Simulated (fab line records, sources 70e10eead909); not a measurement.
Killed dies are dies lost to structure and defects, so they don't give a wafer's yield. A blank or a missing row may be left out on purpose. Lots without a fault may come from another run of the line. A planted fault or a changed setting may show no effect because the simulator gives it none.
Which tool did it? | flow nand_harc | 7 lots, 19 wafers sampled, at 5 steps of a route of 1159

WHAT THE GAUGES READ, wafer by wafer
NHARC_END_SORT_01.
lot  | measured     | on        | killed_at_array
L266 | day 21 15:12 | prober-02 | 675 13
L268 | day 22 07:10 | prober-01 | 12 672

WHICH TOOL RAN EACH LOT (tool, then ch and the chambers of the sampled wafers, then the start)
lot  | NHARC_A_SGD_CUT_CMP_21        | NHARC_A_SLIT_DESCUM_14             | NHARC_A_WL_FILL_ETCHBACK_04       | NHARC_A_WL_FILL_STRIP_27
L257 | cmp-03 ch 1,2, day 14 04:43   | rie_diel-07 ch 0,1,3, day 14 08:38 | rie_metal-02 ch 0,1, day 15 04:11 | plasma_asher-02 ch 0,1, day 15 04:31
L261 | cmp-01 ch 0,1,2, day 14 14:27 | rie_diel-05 ch 0,1, day 14 19:11   | rie_metal-03 ch 0,1, day 15 10:14 | plasma_asher-01 ch 0,1, day 15 10:49
L266 | cmp-01 ch 1,3, day 16 08:08   | rie_diel-07 ch 0,3, day 16 17:44   | rie_metal-03 ch 0,1, day 17 09:11 | plasma_asher-02 ch 1, day 17 09:32
L268 | cmp-01 ch 0,3, day 17 07:23   | rie_diel-11 ch 0,3, day 17 12:55   | rie_metal-03 ch 0,1, day 18 07:22 | plasma_asher-01 ch 0,1, day 18 07:43
L272 | cmp-03 ch 1,2,3, day 18 02:59 | rie_diel-11 ch 1,2, day 18 08:22   | rie_metal-02 ch 0,1, day 19 00:23 | plasma_asher-01 ch 0,1, day 19 00:46
L278 | cmp-02 ch 1,2,3, day 19 16:35 | rie_diel-11 ch 0,2,3, day 19 20:43 | rie_metal-02 ch 0,1, day 20 11:54 | plasma_asher-01 ch 0,1, day 20 12:16
L279 | cmp-01 ch 0,2,3, day 20 08:16 | rie_diel-11 ch 1,2,3, day 20 13:54 | rie_metal-01 ch 0,1, day 21 13:55 | plasma_asher-02 ch 0,1, day 21 14:18
- NHARC_A_SGD_CUT_CMP_21: polishes, target thk 148.19 nm.
- NHARC_A_SLIT_DESCUM_14: chemistry O2, time 3 s.
- NHARC_A_WL_FILL_ETCHBACK_04: etches the open film in NF3, target depth 60 nm, time 120 s.
- NHARC_A_WL_FILL_STRIP_27: strips in N2/H2, time 20 s.

THE ANSWER, worked out from the rows above alone
Rule: what is usual is taken from the lots themselves. Put in order of their means at a reading, lots are off if they are a third of the lots or fewer, leave a main group of 4 or more, and stand apart from it by a gap of 3 or more times the standard deviation of the main group's means; of several such gaps the widest counts. A main group whose means are all the same, to the digits that the tables above print for the reading, isn't used. A lot without any number at a reading at which 4 lots or more have one is off too. The other lots that the step has rows for count as sound.
No lot is off at any reading shown: from this, nothing can be told.

WHAT THE SIMULATOR HAD PUT IN
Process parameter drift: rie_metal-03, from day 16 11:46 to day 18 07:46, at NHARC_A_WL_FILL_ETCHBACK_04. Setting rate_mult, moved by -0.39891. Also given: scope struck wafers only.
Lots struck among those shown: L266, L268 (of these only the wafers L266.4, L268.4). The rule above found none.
